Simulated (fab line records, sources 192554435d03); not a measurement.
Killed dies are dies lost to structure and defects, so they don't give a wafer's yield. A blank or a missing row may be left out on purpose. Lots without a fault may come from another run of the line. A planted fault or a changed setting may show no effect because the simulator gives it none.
Chamber matching | flow n5_finfet | N5_GATE_CUT_SAC_CAP_01 on ald_sin-02: 4 sister chambers
The step material SiNx, target thk 24 nm, pulse time 1 s, ald cycles 480. 8 wafers are shown with their chamber, then 9 later ones without.

WAFERS WITH THEIR CHAMBER
wafer  | chamber | heater_power_w (W) | precursor_pulse_height_rel
L080.1 | 0       | 837                | 1.024
L080.5 | 3       | 828                | 1.049
L086.2 | 0       | 863                | 0.986
L086.3 | 1       | 832                | 1.000
L086.4 | 2       | 1102               | 1.040
L090.2 | 2       | 1074               | 0.972
L090.3 | 3       | 825                | 1.013
L090.6 | 1       | 849                | 1.017

WAFERS WITHOUT THEIR CHAMBER
wafer  | heater_power_w (W) | precursor_pulse_height_rel
L091.1 | 1087               | 0.980
L091.3 | 832                | 0.998
L091.6 | 1112               | 1.036
L093.3 | 813                | 1.000
L093.4 | 842                | 0.965
L093.5 | 834                | 1.054
L095.4 | 866                | 0.994
L095.5 | 852                | 0.982
L095.6 | 833                | 0.965

WHICH CHAMBER EACH WENT THROUGH
wafer  | from the rows above          | in truth
L091.1 | 2                            | 2
L091.3 | can't be placed: 1 or 3 or 0 | 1
L091.6 | 2                            | 2
L093.3 | can't be placed: 3 or 1 or 0 | 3
L093.4 | can't be placed: 0 or 1 or 3 | 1
L093.5 | can't be placed: 3 or 1 or 0 | 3
L095.4 | can't be placed: 0 or 1 or 3 | 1
L095.5 | can't be placed: 0 or 1 or 3 | 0
L095.6 | can't be placed: 1 or 0 or 3 | 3
Placed correctly: 2 of 9. Can't be placed from these rows: 7 (the true chamber is among the candidates in 7). Placed wrongly: 0.
How it was worked out, from the rows above alone: a wafer's distance from a chamber is the root of the sum, over the readings, of the square of ((its reading less the chamber's mean) divided by the reading's scatter). The wafer belongs to the nearest chamber; if the next one is less than 2 further off, it can't be placed. A chamber's mean is the mean of its shown wafers. The scatter: the root of (the sum of the squares of (reading less its chamber's mean) over the shown wafers, divided by (wafers less chambers)).
